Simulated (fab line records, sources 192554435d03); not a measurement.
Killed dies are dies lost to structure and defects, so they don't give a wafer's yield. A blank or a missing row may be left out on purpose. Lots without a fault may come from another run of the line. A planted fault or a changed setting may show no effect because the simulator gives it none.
Chamber matching | flow n5_finfet | N5_BEOL_M11_ETCH_62 on rie_diel-03: 4 sister chambers
The step etches SOC in N2/H2, target depth 110 nm, overetch 22 nm, time 165 s. 4 wafers are shown with their chamber, then 10 later ones without.

WAFERS WITH THEIR CHAMBER
wafer  | chamber | drypump_motor_current_A (A)
L081.4 | 2       | 6.1
L088.2 | 0       | 5.9
L092.2 | 1       | 6.1
L092.4 | 3       | 5.7

WAFERS WITHOUT THEIR CHAMBER
wafer  | drypump_motor_current_A (A)
L092.5 | 6.1
L094.2 | 5.9
L094.3 | 6.1
L094.5 | 5.9
L095.1 | 6.1
L095.4 | 5.6
L095.6 | 5.9
L096.2 | 6.1
L096.4 | 5.6
L096.5 | 5.9

WHICH CHAMBER EACH WENT THROUGH
wafer  | from the rows above     | in truth
L092.5 | can't be placed: 1 or 2 | 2
L094.2 | 0                       | 0
L094.3 | can't be placed: 1 or 2 | 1
L094.5 | 0                       | 0
L095.1 | can't be placed: 1 or 2 | 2
L095.4 | 3                       | 3
L095.6 | 0                       | 0
L096.2 | can't be placed: 1 or 2 | 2
L096.4 | 3                       | 3
L096.5 | 0                       | 0
Placed correctly: 6 of 10. Can't be placed from these rows: 4 (the true chamber is among the candidates in 4). Placed wrongly: 0.
How it was worked out, from the rows above alone: a wafer's distance from a chamber is the root of the sum, over the readings, of the square of ((its reading less the chamber's mean) divided by the reading's scatter). The wafer belongs to the nearest chamber; if the next one is less than 2 further off, it can't be placed. A chamber's mean is the mean of its shown wafers. The scatter: with one shown wafer a chamber, the root of the mean of the squares of how far each hidden wafer lies from its nearest shown one.
